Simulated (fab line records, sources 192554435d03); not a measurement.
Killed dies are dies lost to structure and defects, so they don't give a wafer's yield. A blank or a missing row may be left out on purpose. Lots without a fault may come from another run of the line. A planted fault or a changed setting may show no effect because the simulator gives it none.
Chamber matching | flow n5_finfet | N5_BEOL_M6_ETCH_72 on rie_diel-01: 4 sister chambers
The step etches underlayer in N2/H2, target depth 6.5 nm, time 5.2 s. 4 wafers are shown with their chamber, then 10 later ones without.

WAFERS WITH THEIR CHAMBER
wafer  | chamber | drypump_motor_current_A (A)
L089.1 | 3       | 5.9
L089.3 | 0       | 5.6
L091.1 | 2       | 4.8
L091.3 | 1       | 6.5

WAFERS WITHOUT THEIR CHAMBER
wafer  | drypump_motor_current_A (A)
L091.4 | 5.9
L090.2 | 6.5
L090.3 | 4.8
L090.6 | 4.8
L093.1 | 5.9
L093.3 | 6.4
L093.6 | 6.4
L096.1 | 5.9
L096.3 | 4.8
L096.4 | 5.6

WHICH CHAMBER EACH WENT THROUGH
wafer  | from the rows above | in truth
L091.4 | 3                   | 3
L090.2 | 1                   | 1
L090.3 | 2                   | 2
L090.6 | 2                   | 2
L093.1 | 3                   | 3
L093.3 | 1                   | 1
L093.6 | 1                   | 1
L096.1 | 3                   | 3
L096.3 | 2                   | 2
L096.4 | 0                   | 0
Placed correctly: 10 of 10. Can't be placed from these rows: 0. Placed wrongly: 0.
How it was worked out, from the rows above alone: a wafer's distance from a chamber is the root of the sum, over the readings, of the square of ((its reading less the chamber's mean) divided by the reading's scatter). The wafer belongs to the nearest chamber; if the next one is less than 2 further off, it can't be placed. A chamber's mean is the mean of its shown wafers. The scatter: with one shown wafer a chamber, the root of the mean of the squares of how far each hidden wafer lies from its nearest shown one.
